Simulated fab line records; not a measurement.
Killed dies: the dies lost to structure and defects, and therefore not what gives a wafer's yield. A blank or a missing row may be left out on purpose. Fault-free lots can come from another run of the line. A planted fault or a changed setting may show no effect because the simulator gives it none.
The tool behind it: which one? ; flow nand harc ; Sampling: 13 lots, 39 wafers, 4 of 1159 route steps

WHAT THE GAUGES SHOWED, per wafer
NHARC_P_CONTACT_CD_MEAS_12 targets a cd of 90 nm.
lot;measured;on;cd nm (nm)
L836;day 5 13:53;cd sem-03;89.6 89.9 90.2
L837;day 5 21:38;cd sem-02;89.1 90.2 89.9
L838;day 6 04:22;cd sem-01;89.3 89.6 89.0
L840;day 6 09:43;cd sem-02;89.2 89.6 90.0
L841;day 7 02:13;cd sem-02;89.2 89.2 89.2
L842;day 7 03:04;cd sem-03;89.1 89.3 89.2
L843;day 7 10:34;cd sem-01;89.2 89.8 89.0
L845;day 8 02:40;cd sem-02;89.9 89.0 89.3
L844;day 8 02:49;cd sem-02;89.8 89.2 89.1
L846;day 8 07:48;cd sem-03;89.8 89.3 89.7
L847;day 8 19:14;cd sem-02;90.4 89.1 89.6
L849;day 9 03:52;cd sem-01;89.5 89.2 89.7
L851;day 9 20:25;cd sem-03;65.3 64.9 64.6

TOOL THAT RAN EACH LOT (tool first, then ch and the chambers of the sampled wafers, then the start)
lot;NHARC_P_GATE_DESCUM_93;NHARC_P_CONTACT_DEP_00;NHARC_P_CONTACT_EXPOSE_09
L836;rie diel-03 ch 2,3, day 5 09:11;pecvd-03 ch 0,2, day 5 13:44 or earlier;arfi scanner-02 ch 0, day 5 13:44
L837;rie diel-12 ch 0,1, day 5 17:05;pecvd-04 ch 0,1,2, day 5 21:30 or earlier;arfi scanner-03 ch 0, day 5 21:30
L838;rie diel-12 ch 0,3, day 5 23:41;pecvd-01 ch 0,1, day 6 04:13 or earlier;arfi scanner-02 ch 0, day 6 04:13
L840;rie diel-03 ch 0,1,3, day 6 05:05;pecvd-04 ch 0,1,2, day 6 09:35 or earlier;arfi scanner-01 ch 0, day 6 09:35
L841;rie diel-08 ch 0,2,3, day 6 21:43;pecvd-01 ch 0,2, day 7 02:04 or earlier;arfi scanner-03 ch 0, day 7 02:04
L842;rie diel-12 ch 0,3, day 6 22:17;pecvd-01 ch 1,2, day 7 02:56 or earlier;arfi scanner-01 ch 0, day 7 02:56
L843;rie diel-03 ch 0,1, day 7 06:03;pecvd-03 ch 1,2, day 7 10:26 or earlier;arfi scanner-02 ch 0, day 7 10:26
L845;rie diel-03 ch 2,3, day 7 22:00;pecvd-03 ch 0,1, day 8 02:31 or earlier;arfi scanner-01 ch 0, day 8 02:31
L844;rie diel-03 ch 1,2,3, day 7 22:11;pecvd-01 ch 0,1,2, day 8 02:41 or earlier;arfi scanner-03 ch 0, day 8 02:41
L846;rie diel-03 ch 0,1,3, day 8 03:12;pecvd-01 ch 0,1, day 8 07:40 or earlier;arfi scanner-01 ch 0, day 8 07:40
L847;rie diel-03 ch 1,2,3, day 8 14:25;pecvd-03 ch 1,2, day 8 17:55;arfi scanner-02 ch 0, day 8 19:05
L849;rie diel-03 ch 2,3, day 8 21:58;pecvd-04 ch 0,1,2, day 9 03:44 or earlier;arfi scanner-02 ch 0, day 9 03:44
L851;rie diel-08 ch 0,1,3, day 9 16:01;pecvd-01 ch 1,2, day 9 20:16 or earlier;arfi scanner-02 ch 0, day 9 20:16
- NHARC_P_GATE_DESCUM_93: chemistry O2, time 3 s.
- NHARC_P_CONTACT_DEP_00: deposits SiO2, target thk 500 nm.
- NHARC_P_CONTACT_EXPOSE_09: exposes mask P CA, target cd 90 nm.

WHAT THE TOOLS THEMSELVES READ (means of the sampled wafers that have a number; where no wafer has one, the mark that the record gives instead)
NHARC_P_GATE_DESCUM_93.
lot;tool;drypump motor current A (A);oes product au (a.u.);rf vpp V (V);showerhead plenum p Torr (Torr);throttle valve pct (%)
L836;rie diel-03;6.3;1.001;57.6;1.83;11.311
L837;rie diel-12;6.1;1.007;57.6;1.99;11.319
L838;rie diel-12;6.0;1.005;58.1;2.00;11.311
L840;rie diel-03;6.1;0.999;58.2;1.94;11.304
L841;rie diel-08;5.5;1.015;57.2;1.87;11.306
L842;rie diel-12;5.8;1.006;57.9;1.96;11.313
L843;rie diel-03;5.9;0.998;58.2;1.95;11.311
L845;rie diel-03;6.4;1.007;57.8;1.87;11.314
L844;rie diel-03;6.1;1.002;57.5;1.91;11.307
L846;rie diel-03;6.1;1.002;57.2;1.94;11.316
L847;rie diel-03;6.1;1.004;57.5;1.90;11.311
L849;rie diel-03;6.4;1.004;58.1;1.87;11.307
L851;rie diel-08;5.6;0.999;58.4;1.91;11.306

NHARC_P_CONTACT_DEP_00.
lot;tool;heater power w (W);throttle valve pct (%)
L836;pecvd-03;526;16.3
L837;pecvd-04;469;15.7
L838;pecvd-01;524;15.9
L840;pecvd-04;451;15.7
L841;pecvd-01;581;15.7
L842;pecvd-01;562;15.9
L843;pecvd-03;607;15.7
L845;pecvd-03;566;15.8
L844;pecvd-01;533;15.7
L846;pecvd-01;537;16.0
L847;pecvd-03;608;15.7
L849;pecvd-04;470;15.7
L851;pecvd-01;560;16.3

THE ANSWER, worked out from the rows above alone
Rule: what is usual is taken from the lots themselves. Put in order of their means at a reading, lots are off if they are a third of the lots or fewer, leave a main group of 4 or more, and stand apart from it by a gap of 3 or more times the standard deviation of the main group's means; of several such gaps the widest counts. The tables above print the reading to a certain number of digits; a main group whose means all agree to those digits is not used. A lot without any number at a reading at which 4 lots or more have one is off too. Where the step has rows for the other lots, those lots are counted as sound. The gauges are gone through in route order, then the tools' own readings, and for those a lot's mean is taken as printed above. At the first step where some lot is off, the reading lying furthest off is the one used; lots without a number count as furthest.
Off at NHARC_P_CONTACT_CD_MEAS_12 (cd nm): L851. For the main group the mean is 89.5 nm and the standard deviation 0.21.
A tool fits if, at a process step before that reading, it ran every lot that is off, and no sound lot after the first of them. Those tools and the gauges at NHARC_P_CONTACT_CD_MEAS_12 are tried in the same way. NHARC_P_CONTACT_DEP_00 gives no start for some lots, so the hours and the order of its lots are those of NHARC_P_CONTACT_EXPOSE_09. Can't be told from this: 4 tools fit, rie diel-08 at NHARC_P_GATE_DESCUM_93, pecvd-01 at NHARC_P_CONTACT_DEP_00, arfi scanner-02 at NHARC_P_CONTACT_EXPOSE_09, cd sem-03 at NHARC_P_CONTACT_CD_MEAS_12.

WHAT THE SIMULATOR PUT IN
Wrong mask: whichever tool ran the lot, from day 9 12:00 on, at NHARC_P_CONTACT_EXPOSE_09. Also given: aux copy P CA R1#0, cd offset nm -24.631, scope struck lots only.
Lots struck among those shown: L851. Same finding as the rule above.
